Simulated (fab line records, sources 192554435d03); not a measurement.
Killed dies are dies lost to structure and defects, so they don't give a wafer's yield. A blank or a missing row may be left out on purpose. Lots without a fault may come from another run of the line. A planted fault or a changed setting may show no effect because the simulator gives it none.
Tool commonality check | flow n5_finfet | 8 lots, 24 wafers sampled

WHY IT WAS OPENED
At N5_SPACER0_INSPECT_04 the reading raw_defect_count is flagged on 2 of 8 lots. Wafers without a fault read 149, standard deviation 38.
Rule: a lot is flagged when every wafer of it that has a number lies more than 4 standard deviations from that mean, or none has a number. The other lots count as sound.

lot  | measured    | on                | raw_defect_count, wafer by wafer | flag
L171 | day 3 05:59 | defect_inspect-02 | 178 147 285                      |
L173 | day 3 18:37 | defect_inspect-02 | 177 154 111                      |
L176 | day 4 13:38 | defect_inspect-01 | 120 154 126                      |
L179 | day 5 10:52 | defect_inspect-02 | 235 154 180                      |
L188 | day 7 13:28 | defect_inspect-02 | 530 513 499                      | FLAGGED
L190 | day 8 00:49 | defect_inspect-02 | 528 568 513                      | FLAGGED
L191 | day 8 06:53 | defect_inspect-02 | 156 151 148                      |
L192 | day 8 21:10 | defect_inspect-01 | 137 169 128                      |
The numbers of the flagged lots are 525 on average: +376 against the usual, or +10 standard deviations.

WHICH TOOL RAN EACH LOT
The record holds 3 process steps before the reading, out of a route of 1938 steps. In each cell: the tool, then ch and the chambers that the sampled wafers went through, then the start.
lot  | flag    | N5_DUMMY_GATE_ETCH_29             | N5_DUMMY_GATE_ETCH_44           | N5_SPACER0_ALD_00
L171 |         | rie_diel-06 ch 1,2, day 3 04:15   | rie_si-02 ch 0,1,2, day 3 04:56 | ald_sin-04 ch 1,3, day 3 05:34
L173 |         | rie_diel-06 ch 1,3, day 3 16:46   | rie_si-06 ch 1,2,3, day 3 17:28 | ald_sin-02 ch 1,2,3, day 3 18:12
L176 |         | rie_diel-06 ch 1,3, day 4 10:22   | rie_si-06 ch 0,1,2, day 4 11:15 | ald_sin-01 ch 0,3, day 4 13:14
L179 |         | rie_diel-05 ch 0,2, day 5 09:11   | rie_si-06 ch 0,1, day 5 09:52   | ald_sin-04 ch 1,2,3, day 5 10:27
L188 | FLAGGED | rie_diel-02 ch 0,1, day 7 10:43   | rie_si-06 ch 0,3, day 7 11:24   | ald_sin-04 ch 1,2, day 7 13:03
L190 | FLAGGED | rie_diel-06 ch 1,2,3, day 7 22:55 | rie_si-06 ch 0,3, day 7 23:38   | ald_sin-04 ch 2,3, day 8 00:20
L191 |         | rie_diel-05 ch 0,1, day 8 04:50   | rie_si-02 ch 0,1,2, day 8 05:41 | ald_sin-02 ch 0,2,3, day 8 06:28
L192 |         | rie_diel-05 ch 1,3, day 8 19:01   | rie_si-02 ch 1,2, day 8 19:45   | ald_sin-02 ch 1,2,3, day 8 20:44
What these steps do:
- N5_DUMMY_GATE_ETCH_29: etches underlayer in N2/H2, target depth 13 nm.
- N5_DUMMY_GATE_ETCH_44: etches poly-Si in HBr/O2, stops on SiO2, target depth 127.5 nm.
- N5_SPACER0_ALD_00: deposits SiOCN, target thk 3.5 nm, pulse time 3 s, purge time 2 s.
- N5_SPACER0_INSPECT_04: inspects for defects (darkfield).

FLAGGED OVER TOTAL, TOOL BY TOOL (the gauges that took the reading come last)
step                  | tool              | lots run | flagged | share of the flagged lots | sound lots run after its first flagged lot
N5_DUMMY_GATE_ETCH_29 | rie_diel-02       | 1        | 1       | some                      | 0
N5_DUMMY_GATE_ETCH_29 | rie_diel-05       | 3        | 0       | none                      | -
N5_DUMMY_GATE_ETCH_29 | rie_diel-06       | 4        | 1       | some                      | 0
N5_DUMMY_GATE_ETCH_44 | rie_si-02         | 3        | 0       | none                      | -
N5_DUMMY_GATE_ETCH_44 | rie_si-06         | 5        | 2       | all                       | 0
N5_SPACER0_ALD_00     | ald_sin-01        | 1        | 0       | none                      | -
N5_SPACER0_ALD_00     | ald_sin-02        | 3        | 0       | none                      | -
N5_SPACER0_ALD_00     | ald_sin-04        | 4        | 2       | all                       | 0
N5_SPACER0_INSPECT_04 | defect_inspect-01 | 2        | 0       | none                      | -
N5_SPACER0_INSPECT_04 | defect_inspect-02 | 6        | 2       | all                       | 1 (L191)

WHAT THE TABLE ALLOWS
3 rows of the table ran every flagged lot: rie_si-06 at N5_DUMMY_GATE_ETCH_44, ald_sin-04 at N5_SPACER0_ALD_00, defect_inspect-02 at N5_SPACER0_INSPECT_04.
- rie_si-06 at N5_DUMMY_GATE_ETCH_44: 2 of its 5 lots flagged. Its last sound lot is L179 (day 5 09:52), its first flagged lot L188 (day 7 11:24): a fault that began between those two fits.
- ald_sin-04 at N5_SPACER0_ALD_00: 2 of its 4 lots flagged. Its last sound lot is L179 (day 5 10:27), its first flagged lot L188 (day 7 13:03): a fault that began between those two fits.
- defect_inspect-02 at N5_SPACER0_INSPECT_04: 2 of its 6 lots flagged. Sound lots ran on it after the first flagged one (L191), which a lasting fault on the whole tool wouldn't allow.
Counting lots can't tell these 2 tools apart, because each fits a fault that began at some hour. More lots, or a look at what each step does to the wafer, might.

WHAT THE SIMULATOR HAD PUT IN
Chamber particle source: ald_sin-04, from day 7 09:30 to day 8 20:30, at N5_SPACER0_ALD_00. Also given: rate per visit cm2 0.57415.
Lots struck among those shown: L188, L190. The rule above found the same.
